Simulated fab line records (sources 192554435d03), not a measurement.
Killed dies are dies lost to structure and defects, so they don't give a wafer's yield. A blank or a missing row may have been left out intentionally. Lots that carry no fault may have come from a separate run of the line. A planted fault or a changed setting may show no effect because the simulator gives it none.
fab line records    flow n5Finfet
record: lots: 4  wafers: 10  lastDay: 16
route steps=1938 shown BEOL_M8@1392 BEOL_M9@1401 PASSIVATION@1936
lots with no fault: from the same line, run without faults
startH: hours from the record's opening day to when the first of the lot's shown wafers began    waitH: time in hours since the lot's previous step    " identical to the entry in the row above    L1.1+2: several wafers, shown together as one row    - no value, or no start given    * or withheld: withheld    < > ~ a bound
route shown NAME@n: NAME is a module with steps in the file, n the number in the route of the first one    usual: mean/standard deviation of fault-free wafers    same: alike in all rows    chamber/n: place in a boat    sites: each site's reading    _std_site: their standard deviation    _edge_site: outer sites' mean less inner sites'    radiusMm: how far each site lies from the wafer's centre    mask NAME#n: copy n    behind: tool/chamber where the wafer was last shaped    hold: reason for holding the lot/hours on hold/outcome of the hold    device: which transistor (n, p or np) failed to switch    end of line: the tests these same wafers got at the end of their route    a step given without rows: its recipe and nothing more    killed: not the wafer's yield, but the dies lost to structure and defects at the first sort    map: dies across one wafer; x = killed, . = not, _ = none there
set.NAME: setting as actually run; set.NAME@STEP: the setting as run at that earlier step    model.NAME: the simulator's own value behind a step, which no gauge read
a table for each step, a row for each wafer; lots at some steps of the route
services: a tool's chamber out of use, with start hour (startH, from the record's first day; less than 0 if before it), hours out, and reason
== steps ==
step: N5_BEOL_M8_SPUTTER_48
recipe: material: Cu  targetThkA: 100  tempC: -20  biasV: 60  powerW: 26000  chamberPressurePa: 0.13  timeS: 1.667
step: N5_BEOL_M8_ECD_50
recipe: material: Cu  targetThkA: 3000
step: N5_BEOL_M8_ANNEAL_51
recipe: tempC: 225  timeS: 90  ambient: N2
step: N5_BEOL_M8_CMP_52
recipe: stopOn: SiCOH_lowk  tOverpolishS: 6.9  downForcePsi: 1  platenRpm: 50  clearingPlatenDownForcePsi: 1.5  clearingPlatenRpm: 50  postCmpClean: cuAlkaline  targetThkNm: 80  clearingPlatenPadVelocityMS: 0.99484  padVelocityMS: 0.99484
step: N5_BEOL_M8_PRE_CLEAN_55
recipe: gas: NH3  timeS: 15  tempC: withheld  rfPowerW: 300
step: N5_BEOL_M8_DEP_56
recipe: material: SiCN  targetThkA: 100  tempC: withheld  precursor: 3MS/NH3  pressureTorr: 3  rfW: 202  timeS: 17.5
step: N5_BEOL_M9_ILD_DEP_00
recipe: material: SiCOH_lowk  targetThkA: 3085.1  tempC: 300  precursor: DEMS/porogen  pressureTorr: 5  rfW: 500  timeS: 58
step: N5_BEOL_M9_CURE_71
recipe: tempC: 385  timeS: 240  ambient: He/Ar  material: SiCOH_lowk
step: N5_BEOL_M9_PECVD_70
recipe: material: SiO2  targetThkA: 200  tempC: 400  precursor: TEOS/O2  pressureTorr: 5.5  rfW: 450  teosFlowSccm: 53.8  gas: O2  flowSccm: 3000  timeS: 22.7
usual: heaterPowerW: 680/83  showerheadPlenumPTorr: 8.76/0.054  throttleValvePct: 22.4/1.5
lot.wafer  tool      chamber  startH  waitH  heaterPowerW  showerheadPlenumPTorr  sinceWetCleanH  throttleValvePct  model.SiO2_of_BEOL_M9_PECVD_70.thkNm
L451.3     pecvd-02  2        240.89  0.0    643           8.70                   549             22.3              20.2
L451.4     "         2        "       "      653           8.70                   -               22.3              20.4
L451.5     "         0        "       "      715           8.72                   -               20.7              19.8
L453.4     pecvd-02  2        255.27  0.1    546           8.69                   -               22.6              20.4
L453.6     "         0        "       "      638           8.71                   -               20.9              23.2
L456.2     pecvd-02  1        271.41  0.0    701           8.78                   2063            22.9              19.8
L456.3     "         2        "       "      566           8.71                   580             22.4              23.2
L466.3     pecvd-04  0        323.53  0.0    723           8.78                   1209            23.8              19.6
L466.4     "         2        "       "      681           8.74                   -               20.7              20.2
L466.5     "         1        "       "      814           8.79                   -               25.7              20
step: N5_BEOL_M9_HM_DEP_02
recipe: material: TiN  targetThkA: 200  tempC: 25  chamberPressurePa: 0.49996
step: N5_BEOL_M9_COAT_59
recipe: resist: SOC  tempC: 250  timeS: 60  spinRpm: 1500  resistThkNm: 100
step: N5_BEOL_M9_COAT_60
recipe: resist: SiARC  tempC: 220  timeS: 60  spinRpm: 1500  resistThkNm: 30
step: N5_BEOL_M9_COAT_05
recipe: resist: CAR-ArF  spinRpm: 1500  resistThkNm: 90
step: N5_BEOL_M9_EBR_07
recipe: solvent: PGMEA  ebrWidthMm: 1.5
step: N5_BEOL_M9_SOFTBAKE_06
recipe: tempC: 110  timeS: 60  resist: CAR-ArF
step: N5_BEOL_M9_EXPOSE_08
recipe: maskId: M9  na: 1.35  sourceShape: dipole  sigmaInner: 0.411  sigmaOuter: 0.611  polarization: te  doseMj: 53.75
step: N5_BEOL_M9_PEB_09
recipe: pebTempC: withheld  pebTimeS: 60  resist: CAR-ArF
step: N5_BEOL_M9_DEVELOP_10
recipe: developTimeS: 30  developer: TMAH  resist: CAR-ArF  rinseLiquid: diw  dry: airSpin  devTempC: 23
step: N5_BEOL_M9_DESCUM_16
recipe: chemistry: O2  timeS: 7.9  sourcePowerW: 50  biasPowerW: 20  pressureMtorr: 20  rfFrequencyHz: 2.712e+07  tempC: 40  resist: CAR-ArF  o2FlowSccm: 225
step: N5_BEOL_M9_ETCH_61
recipe: chemistry: CF4  target: SiARC  targetDepthA: 390  maskMaterial: CAR-ArF  timeS: 65  ionEnergyEv: 80  pressureMtorr: 40  sourceW: 545  biasW: 36  Ar_flow_sccm: 100  cf4FlowSccm: 100  ends: cleared
step: N5_BEOL_M9_ETCH_62
recipe: chemistry: N2/H2  target: SOC  targetDepthA: 1100  overetchA: 220  maskMaterial: SiARC  tempC: 40  timeS: 165  ionEnergyEv: 200  pressureMtorr: 30  sourceW: 840  biasW: 150  n2FlowSccm: 200  h2FlowSccm: 200
step: N5_BEOL_M9_STRIP_68
recipe: chemistry: N2/H2  tempC: 40  n2FlowSccm: 200  h2FlowSccm: 200  rfFrequencyHz: 6e+07
step: N5_BEOL_M9_STRIP_67
recipe: chemistry: CF4  resist: SiARC  powerW: 300  biasPowerW: 75  pressureMtorr: 50  cf4FlowSccm: 150  rfFrequencyHz: 6e+07
step: N5_BEOL_M9_HM_OPEN_17
recipe: chemistry: Cl2/BCl3  targetDepthA: 200  overetchA: 60  target: TiN  maskMaterial: SOC  ionEnergyEv: 150  pressureMtorr: 10  icpW: 1000  biasW: 126  Cl2_flow_sccm: 53.25  bcl3FlowSccm: 21.75  Ar_flow_sccm: 25
step: N5_BEOL_M9_STRIP_19
recipe: chemistry: O2  powerW: 400  tempC: 40  pressureMtorr: 30  rfFrequencyHz: 6e+07  biasPowerW: 0  overashFraction: 0.2  o2FlowSccm: 225
step: N5_BEOL_M9_COAT_63
recipe: resist: SOC  tempC: 250  timeS: 60  spinRpm: 1500  resistThkNm: 60
step: N5_BEOL_M9_COAT_64
recipe: resist: SiARC  tempC: 220  timeS: 60  spinRpm: 1500  resistThkNm: 12
step: N5_BEOL_M9_COAT_75
recipe: resist: underlayer  tempC: 205  timeS: 60  spinRpm: 1500  resistThkNm: 5
step: N5_BEOL_M9_COAT_22
recipe: resist: CAR-EUV  spinRpm: 1500  resistThkNm: 30
step: N5_BEOL_M9_EBR_24
recipe: solvent: PGMEA  ebrWidthMm: 1.5
step: N5_BEOL_M9_SOFTBAKE_23
recipe: tempC: 110  timeS: 60  resist: CAR-EUV
step: N5_BEOL_M9_EXPOSE_25
recipe: maskId: V8  na: 0.33  sourceShape: annular  sigmaInner: 0.4  sigmaOuter: 0.8  polarization: unpolarized  doseMj: 37.25
step: N5_BEOL_M9_PEB_26
recipe: pebTempC: 100  pebTimeS: 60  resist: CAR-EUV
step: N5_BEOL_M9_DEVELOP_27
recipe: developTimeS: 30  developer: TMAH  resist: CAR-EUV  rinseLiquid: surfactantRinse  dry: airSpin  devTempC: 23
step: N5_BEOL_M9_HM_STRIP_39
recipe: chemistry: peroxideTinStrip  material: TiN  targetDepthA: 250  tempC: 50  timeS: 158
lot.wafer  tool         chamber  startH  waitH  model.SiO2_of_BEOL_M9_PECVD_70.thkNm
L451.3     wetBench-05  6        246.60  0.0    20
L451.4     "            0        "       "      20.2
L451.5     "            4        "       "      19.8
L453.4     wetBench-01  6        258.16  0.0    20.2
L453.6     "            5        "       "      23
L456.2     wetBench-01  1        276.30  0.0    19.8
L456.3     "            7        "       "      23.2
L466.3     wetBench-01  7        326.66  0.0    19.4
L466.4     "            2        "       "      20
L466.5     "            1        "       "      19.8
step: N5_BEOL_M9_CMP_52
recipe: stopOn: SiCOH_lowk  tOverpolishS: 7  downForcePsi: 1  platenRpm: 50  clearingPlatenDownForcePsi: 1.5  clearingPlatenRpm: 50  postCmpClean: cuAlkaline  targetThkNm: 140  clearingPlatenPadVelocityMS: 0.99484  padVelocityMS: 0.99484
usual: barrierFieldEndpointS: 29.7/0.91  clearingPlatenRpm: 50.005/0.029  motorCurrentA: 6.0/0.64
lot.wafer  tool    chamber  startH  waitH  barrierFieldEndpointS  clearingPlatenRpm  motorCurrentA
L451.3     cmp-04  1        249.27  0.2    29.5                   50.027             6.5
L451.4     "       3        "       "      30.2                   49.972             5.8
L451.5     "       2        "       "      29.5                   50.001             5.9
L453.4     cmp-04  1        262.53  0.3    30.0                   50.047             6.8
L453.6     "       3        "       "      34.6                   49.954             5.5
L456.2     cmp-04  3        280.20  0.2    29.2                   50.054             5.4
L456.3     "       2        "       "      33.5                   50.012             5.8
L466.4     cmp-04  0        329.28  0.2    31.6                   50.047             4.9
L466.3     "       2        "       "      28.6                   50.027             5.8
L466.5     "       3        "       "      29.2                   49.995             5.7
step: N5_PASSIVATION_PROBE_49
usual: defectLimitedYield: 91.6/1.4  killed_at_M0_to_M3: 32/9.5  killed_at_M4_up: 13/6  killedAtContacts: 12/5.6  killedAtFrontEnd: 39/11  killedAtOther: 2.8/2.3  killedDies: 99/16  killedOpen: 65/12  killedShort: 32/7.6  sort_bin_5_function: 4.8/0.88  sort_bin_6_memory: 3.2/0.65  sortNPass: 1077/29  sortYieldPct: 91.2/2.5
same: grossDies: 1180  killedAtBackSide: 0  sort_bin_4_leakage[%]: 0  sort_bin_8_speed[%]: 0
lot.wafer  tool       chamber  startH  waitH  defectLimitedYield[%]  killed_at_M0_to_M3  killed_at_M4_up  killedAtContacts  killedAtFrontEnd  killedAtOther  killedDies  killedOpen  killedShort  sort_bin_5_function[%]  sort_bin_6_memory[%]  sortNPass  sortYieldPct[%]
L453.4     prober-02  -        322.74  0.2    90.6                   33                  10               17                48                3              111         77          30           5.8                     3.4                   1069       90.6
L453.6     prober-02  -        322.84  0.3    93.2                   37                  4                9                 30                0              80          57          23           3.9                     2.8                   1100       93.2
killed by level:class
L453.4 MOL_CONTACT_COAG:geometricParticle:open=14 FIN_SAQP:geometricParticle:open=12 FIN_SAQP:geometricParticle:short=11 BEOL_M3:geometricParticle:open=10 DUMMY_GATE:geometricParticle:open=6 BEOL_M1:geometricParticle:open=6 BEOL_M2:geometricParticle:open=5 STI_FIN_REVEAL:geometricParticle:open=5
L453.6 BEOL_M1:geometricParticle:open=13 FIN_SAQP:geometricParticle:open=8 FIN_SAQP:geometricParticle:short=8 MOL_CONTACT_COAG:geometricParticle:open=7 BEOL_M3:geometricParticle:open=6 STI_FIN_REVEAL:geometricParticle:open=4 BEOL_M0_SAQP:geometricParticle:open=4 DUMMY_GATE:geometricParticle:open=3
== services ==
tool      chamber  startH  hours  kind
pecvd-04  2        228.18  5.5    scheduledDown
pecvd-02  2        242.89  5.5    scheduledDown
cmp-04    -        264.38  0.9    repair
pecvd-02  1        277.24  2.1    scheduledDown
pecvd-02  1        292.04  5.5    scheduledDown
pecvd-02  2        305.72  2.1    scheduledDown
cmp-04    -        306.77  4.9    repair
pecvd-02  0        312.96  5.5    scheduledDown
== key ==
firstSign: step: N5_BEOL_M9_CMP_52  reading: barrierFieldEndpointS  direction: up  sigmas: 4.8  usual: 29.7  struck: 34.0
effect none on later readings
modelEffect: step: N5_BEOL_M9_PECVD_70  value: SiO2_of_BEOL_M9_PECVD_70.thkNm  without: 20.1  struck: 23.2
modelEffect: step: N5_BEOL_M9_HM_STRIP_39  value: SiO2_of_BEOL_M9_PECVD_70.thkNm  without: 20  struck: 23.1
metAt N5_BEOL_M9_PECVD_70
struckWafers L453.6,L456.3
onsetBetween 240.89 255.27
fault: kind: processParameterDrift  tool: pecvd-02  chamber: -  onsetH: 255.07  steps: N5_BEOL_M9_PECVD_70  channel: timeS  offset: *  shape: step  endH: 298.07  scope: struckWafersOnly  actsIn: *  stated: *
